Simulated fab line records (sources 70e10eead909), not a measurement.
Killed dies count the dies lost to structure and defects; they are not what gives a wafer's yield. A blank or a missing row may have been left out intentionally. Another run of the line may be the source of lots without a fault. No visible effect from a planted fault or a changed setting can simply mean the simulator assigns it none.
One fault through the eyes of 3 desks -- flow nandHarc -- only its own numbers are on each desk; what lay behind them is given at the end

THE DEFECT DESK
Counts from the inspections along the route, per lot, as means over the sampled wafers that have a number. Any lot whose mean is over 4 standard deviations away from the usual mean is out of limits and marked OUT; that distance is given in the brackets.
Columns: A = rawDefectCount at NHARC_P_STI_INSPECT_25, usual 221
lot,first seen here,A
L109,day 3 22:22,205
L110,day 3 22:22,195
L111,day 4 04:32,150
L112,day 4 11:27,227
L113,day 4 11:27,228
L114,day 4 23:27,177
L115,day 5 05:30,201
L119,day 6 03:46,196
L126,day 7 19:16,170
L129,day 8 18:05,249
L130,day 8 18:05,295
L131,day 9 11:41,210
L132,day 9 11:41,250
Finding of this desk: none of the 13 lots has anything out of limits.

DESK OF THE TOOL OWNER: lithoTrack-01
The tool's own readings at NHARC_P_GATE_PEB_24 (peb time 65 s): means of the sampled wafers that have a number, for each lot that ran on this tool. Any lot whose mean is over 4 standard deviations away from the usual mean is out of limits and marked OUT; that distance is given in the brackets.
Columns: A = heaterPowerTotalW at NHARC_P_GATE_PEB_24, usual 156.6 W
lot,first seen here,A
L119,day 7 06:56,164.8 (+20) OUT
L126,day 8 19:01,165.6 (+22) OUT
This desk finds L119, L126 out of limits, L119 being first, at day 7 06:56 (heaterPowerTotalW at NHARC_P_GATE_PEB_24). In limits: none.

FROM THE METROLOGY DESK
What the gauges read, lot by lot, whatever tool the lot ran on: means of the sampled wafers that have a number. Any lot whose mean is over 4 standard deviations away from the usual mean is out of limits and marked OUT; that distance is given in the brackets.
Columns: A = cdNm at NHARC_P_GATE_CD_MEAS_26, usual 119.8 nm
lot,first seen here,A
L109,day 4 19:35,120.1
L110,day 4 19:44,120.1
L111,day 5 02:24,120.1
L112,day 5 10:31,119.6
L113,day 5 10:43,120.0
L114,day 6 03:05,120.0
L115,day 6 06:55,119.4
L119,day 7 07:01,124.2 (+7.3) OUT
L126,day 8 19:05,124.2 (+7.3) OUT
L129,day 9 17:23,119.0
L130,day 9 17:32,120.1
L131,day 10 10:08,119.7
L132,day 10 10:17,119.0
This desk finds L119, L126 out of limits, L119 being first, at day 7 07:01 (cdNm at NHARC_P_GATE_CD_MEAS_26). L109, L110, L111, L112, L113, L114, L115, L129, L130, L131, L132 stayed within limits.

ALL TOGETHER
An alarm could have come from the tool owner's desk at day 7 06:56, on L119, L126.
L119, L126 would have let the metrology desk raise an alarm at day 7 07:01.
Nothing out of limits was seen by the defect desk.
The defect desk has L119, L126 on record, within its limits.
Every lot named ran NHARC_P_GATE_PEB_24 on lithoTrack-01.

WHAT HAD BEEN PUT IN BY THE SIMULATOR
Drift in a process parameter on lithoTrack-01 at NHARC_P_GATE_PEB_24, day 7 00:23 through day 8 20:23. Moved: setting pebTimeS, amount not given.
Shown lots that were struck: L119, L126.
Delay (hours) between the fault's onset and each desk's first out-of-limits reading: 7 at the tool owner's desk, 7 at the metrology desk.
